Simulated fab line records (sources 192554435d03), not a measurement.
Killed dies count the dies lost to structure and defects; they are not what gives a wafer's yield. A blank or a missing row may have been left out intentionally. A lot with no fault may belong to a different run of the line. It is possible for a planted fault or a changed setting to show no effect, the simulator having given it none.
Comparing a struck lot with a sound one -- flow n5Finfet -- 38 steps out of a route of 1938
Sound: wafers L646.1, L646.2, L646.4. Struck: wafer L645.5. (L645.1, L645.3 of the same lot were not struck and are left out.) The cause comes at the end.
At each step with rows: each side's tool, then ch and its chambers, then its first start. Under that, the readings that differ: sound wafers -- struck wafers -- difference of the means -- sigmas: that difference in standard deviations of wafers without a fault.
alike: a reading whose means differ by less than 2 such deviations, as well as words and numbers matching on both sides. not compared: withheld readings; readings where some wafer has no value; bounds like >300 that might hide an equal value; numbers whose values overlap and for which the record gives no deviation.
The two part at a step that has a row with sigmas, a row that says differs or no value, or rows on one side only. Numbers that don't overlap but have no deviation are shown without sigmas and don't part them. A reading missing from all wafers of one side parts the sides only when that side holds two or more wafers.

first, 9 steps without rows for these wafers: N5_PMOS_HMC_CHANNEL_EPI_SRD_25 (time 30 s); N5_PMOS_HMC_CHANNEL_EPI_EPI_26 (deposits Si from SiH4/H2, target thk 3.8 nm, time 22.7 s); N5_FIN_SAQP_PRECLEAN_42 (cleans in O3/DIW, time 60 s); N5_FIN_SAQP_PRECLEAN_00 (cleans in SC1, time 60 s); N5_FIN_SAQP_PRECLEAN_44 (cleans in SC2, time 45 s); N5_FIN_SAQP_SRD_01 (time 30 s); N5_FIN_SAQP_ALD_61 (deposits SiO2, target thk 4 nm, pulse time 1 s, purge time 2 s); N5_FIN_SAQP_DENSIFY_62 (time 60 s); N5_FIN_SAQP_HM_DEP_03 (deposits SiNx from SiH4/NH3/N2, target thk 38 nm, time 33.6 s).
N5_FIN_SAQP_PECVD_47: deposits a-Si from SiH4/He, target thk 45 nm, time 36.3 s.
  sound on pecvd-02 ch 0,1,2, day 7 15:17; struck on pecvd-03 ch 2, day 7 09:12
reading,sound,struck,difference,sigmas
runLengthS (s),72.4 71.5 72.5,65.2,-6.9,-12
model.a-Si_of_FIN_SAQP_PECVD_47.thkNm (nm),45.93 44.35 46.3,34.24,-11.29,
  alike: heaterPowerOuterW, heaterPowerW, showerheadPlenumPTorr, showerheadVppV, throttleValvePct
  not compared: susceptorTempC
then, 25 steps without rows for these wafers: N5_FIN_SAQP_PECVD_48 (deposits SiNx from SiH4/NH3/N2, target thk 25 nm, time 22.1 s); N5_FIN_SAQP_PECVD_06 (deposits a-Si from SiH4/He, target thk 60 nm, time 48.1 s); N5_FIN_SAQP_HM_DEP_72 (deposits SiO2 from SiH4/N2O, target thk 12 nm, time 7.2 s); N5_FIN_SAQP_COAT_49 (time 60 s, resist thk 100 nm); N5_FIN_SAQP_COAT_50 (time 60 s, resist thk 35 nm); N5_FIN_SAQP_COAT_10 (resist thk 90 nm); N5_FIN_SAQP_EBR_12; N5_FIN_SAQP_SOFTBAKE_11 (time 60 s); N5_FIN_SAQP_EXPOSE_13 (exposes mask FIN CORE, target cd 35.6 nm); N5_FIN_SAQP_PEB_14 (peb time 60 s); N5_FIN_SAQP_DEVELOP_15 (develop time 30 s); N5_FIN_SAQP_DESCUM_21 (chemistry O2, time 7.9 s); N5_FIN_SAQP_ETCH_51 (etches SiARC in CF4, target depth 45.5 nm, time 75.8 s); N5_FIN_SAQP_ETCH_52 (etches SOC in N2/H2, target depth 100 nm, overetch 20 nm, time 150 s); N5_FIN_SAQP_STRIP_53 (strips in N2/H2); N5_FIN_SAQP_HM_OPEN_73 (chemistry CHF3/O2, target SiO2, stops on a-Si, target depth 12 nm, time 16.8 s); N5_FIN_SAQP_STRIP_74 (strips in CHF3/O2); N5_FIN_SAQP_MANDREL_ETCH_22 (etches a-Si in HBr/Cl2, stops on SiNx, target depth 60 nm, bt time 10 s, time 30 s); N5_FIN_SAQP_STRIP_55 (strips in N2/H2); N5_FIN_SAQP_STRIP_23 (strips in SPM, time 750 s); N5_FIN_SAQP_SRD_66 (time 30 s); N5_FIN_SAQP_RECESS_75 (chemistry HF/NH3, target SiO2, target depth 14.4 nm, afs cycles 3, sublimation time 60 s); N5_FIN_SAQP_SPACER1_ALD_24 (deposits SiO2, target thk 20.3 nm, pulse time 1 s, purge time 2 s); N5_FIN_SAQP_SPACER1_ETCHBACK_25 (etches SiO2 in CHF3/O2, target depth 24.4 nm, time 12.2 s); N5_FIN_SAQP_MANDREL1_REMOVE_56 (chemistry HBr/Cl2/O2, target a-Si, stops on SiNx, bt time 10 s).
N5_FIN_SAQP_MANDREL_ETCH_58: etches a-Si in HBr/Cl2, stops on SiNx, target depth 45 nm, bt time 10 s, time 27 s.
  sound on rieSi-06 ch 2,3, day 7 18:22; struck on rieSi-01 ch 0, day 7 12:33
reading,sound,struck,difference,sigmas
oesProductAu (a.u.),0.693 0.699 0.716,0.600,-0.103,-9
model.etch.depthNm (nm),45.93 44.35 46.3,34.24,-11.29,
  alike: drypumpMotorCurrentA, throttleValvePct
  not compared: rfHoursCounterH
-- here the record skips 6 days between the struck wafers' starts before and after, leaving off in module FIN_SAQP and picking up in module BEOL_M4 (first step shown: number 1111 of the route) --
N5_BEOL_M4_RC_MEAS_101:
  sound on prober-02 ch 0, day 13 18:35; struck on prober-01 ch 0, day 13 22:57
  alike: DIBL_N, DIBL_P, IOFF_N, IOFF_P, ION_N, ION_P, SS_N, SS_P, VT_N, VT_P
N5_PASSIVATION_PROBE_49:
  the record has rows for the sound wafers here (prober-02, day 18 05:48) and none for the struck ones

WHERE THEY PART
Earliest at N5_FIN_SAQP_PECVD_47; latest, in this record, at N5_PASSIVATION_PROBE_49.

WHY: whatever the simulator had introduced
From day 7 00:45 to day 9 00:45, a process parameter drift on pecvd-03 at N5_FIN_SAQP_PECVD_47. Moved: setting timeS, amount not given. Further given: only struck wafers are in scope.
